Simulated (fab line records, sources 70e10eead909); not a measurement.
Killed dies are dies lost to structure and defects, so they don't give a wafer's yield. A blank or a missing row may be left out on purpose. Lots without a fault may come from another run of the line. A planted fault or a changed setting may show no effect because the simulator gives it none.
A struck lot beside a sound one | flow nand_harc | 15 steps out of a route of 1302
Sound: wafers L153.1, L153.3, L153.5. Struck: wafers L160.2, L160.3, L160.6. The cause comes at the end.
At each step with rows: each side's tool, then ch and its chambers, then its first start. Under that, the readings that differ: sound wafers | struck wafers | difference of the means | sigmas: that difference in standard deviations of wafers without a fault.
alike: readings whose means differ by less than 2 such deviations, and words and numbers that are the same on both sides. not compared: withheld readings, readings that some wafer has no value for, bounds like >300 that may hide the same value, and numbers for which the record gives no deviation and whose values overlap.
The two part at a step that has a row with sigmas, a row that says differs or no value, or rows on one side only. Numbers that don't overlap but have no deviation are shown without sigmas and don't part them. A reading that every wafer of one side lacks parts them only if that side has two wafers or more.

NHARC_A_M0_CD_MEAS_09: target cd 80 nm.
  sound on cd_sem-03 ch 0, day 22 17:22; struck on cd_sem-01 ch 0, day 25 19:37
  alike: cd_nm
NHARC_A_M0_OVL_MEAS_10: pitch 160 nm.
  sound on overlay-02, day 22 17:27; struck on overlay-02, day 25 19:43
  reading           | sound       | struck         | difference | sigmas
  overlay_x_nm (nm) | 1.4 0.9 1.4 | -0.5 -0.6 -1.0 | -1.9       | -2
  alike: overlay_y_nm
NHARC_A_M0_INSPECT_11:
  sound on defect_inspect-01, day 22 17:29; struck on defect_inspect-02, day 25 19:45
  alike: raw_defect_count
NHARC_A_M0_DESCUM_14: chemistry O2, time 3 s.
  sound on rie_diel-06 ch 0,1, day 22 17:33; struck on rie_diel-06 ch 0,1, day 25 19:49
  alike: drypump_motor_current_A, mfc_ar_sccm, oes_product_au, rf_vpp_V, showerhead_plenum_p_Torr, throttle_valve_pct
  not compared: rf_hours_counter_h
NHARC_A_M0_ETCH_34: etches the open film in N2/H2, target depth 40 nm, overetch 12 nm, time 43.94 s.
  sound on rie_diel-06 ch 0,1, day 22 17:38; struck on rie_diel-06 ch 1,2,3, day 25 19:54
  alike: drypump_motor_current_A, mfc_ar_sccm, oes_product_au, rf_vpp_V, showerhead_plenum_p_Torr, throttle_valve_pct
  not compared: rf_hours_counter_h
then, 1 step without rows for these wafers: NHARC_A_M0_ETCH_15 (etches the open film in C4F8/Ar, target depth 150 nm, overetch 15 nm, time 82.5 s).
NHARC_A_M0_CD_MEAS_16:
  sound on cd_sem-02, day 22 17:51; struck on cd_sem-02, day 25 20:07
  alike: cd_nm
NHARC_A_M0_STRIP_18: strips in N2/H2.
  sound on rie_diel-01 ch 1,3, day 22 17:55; struck on rie_diel-01 ch 0,1,3, day 25 20:11
  alike: drypump_motor_current_A, mfc_ar_sccm, oes_product_au, power_w, rf_vpp_V, showerhead_plenum_p_Torr, throttle_valve_pct
  not compared: rf_hours_counter_h
then, 2 steps without rows for these wafers: NHARC_A_M0_STRIP_19 (strips in post etch residue remover, time 600 s); NHARC_A_M0_DEGAS_28 (time 60 s).
NHARC_A_M0_PRE_CLEAN_29: time 30 s.
  sound on pvd_sputter-03; struck on pvd_sputter-03
  alike: heater_power_w
NHARC_A_M0_PVD_20: deposits TaN, target thk 5 nm, time 8.06 s.
  sound on pvd_sputter-03; struck on pvd_sputter-03
  alike: bias_v, cathode_dc_power_W, throttle_valve_pct
NHARC_A_M0_PVD_21: deposits Cu, target thk 30 nm, time 20.49 s.
  sound on pvd_sputter-03, day 22 18:41; struck on pvd_sputter-03, day 25 20:59
  no value came back on the struck wafers for cathode_dc_power_W (W), chamber_pressure_pa (Pa), throttle_valve_pct (%); on the sound wafers cathode_dc_power_W (W) reads 4998.7 4998.3 5000.7
then, 1 step without rows for these wafers: NHARC_A_M0_ECD_22 (material Cu, target thk 400 nm).
NHARC_END_SORT_01:
  sound on prober-02 ch 0, day 24 08:46; struck on prober-02 ch 0, day 27 11:19
  reading                  | sound    | struck      | difference | sigmas
  defect_limited_yield (%) | 96 96 97 | 0 0 0       | -96        | -31
  killed_at_array          | 27 24 17 | 675 673 674 | +651       | +33
  killed_dies              | 30 30 18 | 677 677 677 | +651       | +31
  alike: killed_at_other, killed_at_periphery, killed_open, killed_short

WHERE THEY PART
First at NHARC_A_M0_OVL_MEAS_10; last, within this record, at NHARC_END_SORT_01.

WHY: what the simulator had put in
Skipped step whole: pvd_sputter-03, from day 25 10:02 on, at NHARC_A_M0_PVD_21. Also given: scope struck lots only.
